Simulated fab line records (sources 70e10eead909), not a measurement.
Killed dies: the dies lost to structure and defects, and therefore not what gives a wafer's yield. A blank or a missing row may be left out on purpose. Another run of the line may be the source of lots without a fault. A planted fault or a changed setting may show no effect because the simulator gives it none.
Matching of chambers || flow nand-harc || cmp-01 running NHARC_A_STAIRCASE_CMP_152: 4 sister chambers
The step polishes. 14 wafers are shown with their chamber, then 7 later ones without.

EACH WAFER AND ITS CHAMBER
{"wafer": "L076.1", "chamber": 3, "motor-current-A (A)": 10.6, "retaining-ring-pressure-frac": 1.006}
{"wafer": "L076.2", "chamber": 2, "motor-current-A (A)": 11.2, "retaining-ring-pressure-frac": 1.001}
{"wafer": "L076.6", "chamber": 0, "motor-current-A (A)": 13.6, "retaining-ring-pressure-frac": 1.000}
{"wafer": "L075.2", "chamber": 3, "motor-current-A (A)": 11.0, "retaining-ring-pressure-frac": 1.004}
{"wafer": "L075.4", "chamber": 0, "motor-current-A (A)": 13.3, "retaining-ring-pressure-frac": 1.001}
{"wafer": "L075.6", "chamber": 3, "motor-current-A (A)": 10.4, "retaining-ring-pressure-frac": 0.999}
{"wafer": "L079.1", "chamber": 2, "motor-current-A (A)": 11.4, "retaining-ring-pressure-frac": 1.001}
{"wafer": "L079.3", "chamber": 3, "motor-current-A (A)": 10.5, "retaining-ring-pressure-frac": 1.007}
{"wafer": "L079.6", "chamber": 1, "motor-current-A (A)": 12.5, "retaining-ring-pressure-frac": 0.987}
{"wafer": "L084.3", "chamber": 2, "motor-current-A (A)": 11.5, "retaining-ring-pressure-frac": 0.998}
{"wafer": "L084.5", "chamber": 1, "motor-current-A (A)": 11.8, "retaining-ring-pressure-frac": 0.995}
{"wafer": "L084.6", "chamber": 2, "motor-current-A (A)": 11.0, "retaining-ring-pressure-frac": 0.999}
{"wafer": "L090.1", "chamber": 0, "motor-current-A (A)": 13.2, "retaining-ring-pressure-frac": 0.995}
{"wafer": "L090.3", "chamber": 3, "motor-current-A (A)": 10.6, "retaining-ring-pressure-frac": 0.999}

SIGNATURES, as means of the wafers listed above
{"reading": "motor-current-A", "chamber 0": 13.367, "chamber 1": 12.150, "chamber 2": 11.275, "chamber 3": 10.620, "scatter within a chamber": 0.262}
{"reading": "retaining-ring-pressure-frac", "chamber 0": 0.99867, "chamber 1": 0.99100, "chamber 2": 0.99975, "chamber 3": 1.00300, "scatter within a chamber": 0.00343}
Rule: for each reading, subtract the chamber's mean from the wafer's reading, divide by that reading's scatter and square the result; add these up over the readings and take the root, which gives the wafer's distance from the chamber. The wafer belongs to the nearest chamber; if the next one is less than 2 further off, it can't be placed. The scatter is the square root of a quotient: the sum, over the shown wafers, of each reading's squared deviation from its chamber's mean, divided by wafers minus chambers.

WAFERS WITH NO CHAMBER GIVEN
{"wafer": "L090.5", "motor-current-A (A)": 11.4, "retaining-ring-pressure-frac": 1.006}
{"wafer": "L095.1", "motor-current-A (A)": 11.2, "retaining-ring-pressure-frac": 0.992}
{"wafer": "L095.2", "motor-current-A (A)": 12.1, "retaining-ring-pressure-frac": 1.005}
{"wafer": "L095.3", "motor-current-A (A)": 10.7, "retaining-ring-pressure-frac": 1.006}
{"wafer": "L097.1", "motor-current-A (A)": 12.3, "retaining-ring-pressure-frac": 1.003}
{"wafer": "L097.3", "motor-current-A (A)": 10.9, "retaining-ring-pressure-frac": 1.000}
{"wafer": "L097.5", "motor-current-A (A)": 10.4, "retaining-ring-pressure-frac": 1.004}

WHICH CHAMBER EACH ONE RAN IN
{"wafer": "L090.5", "from the rows above": "can't be placed: 2 or 3", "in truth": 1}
{"wafer": "L095.1", "from the rows above": "can't be placed: 2 or 1 or 3", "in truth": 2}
{"wafer": "L095.2", "from the rows above": "can't be placed: 2 or 1 or 0", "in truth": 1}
{"wafer": "L095.3", "from the rows above": "can't be placed: 3 or 2", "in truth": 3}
{"wafer": "L097.1", "from the rows above": "can't be placed: 1 or 2 or 0", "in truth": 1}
{"wafer": "L097.3", "from the rows above": "can't be placed: 3 or 2", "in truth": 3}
{"wafer": "L097.5", "from the rows above": 3, "in truth": 3}
Correctly placed: 1 of 7. Cannot be placed on the basis of these rows: 6; the candidates contain the true chamber in 5. Number placed wrongly: 0.
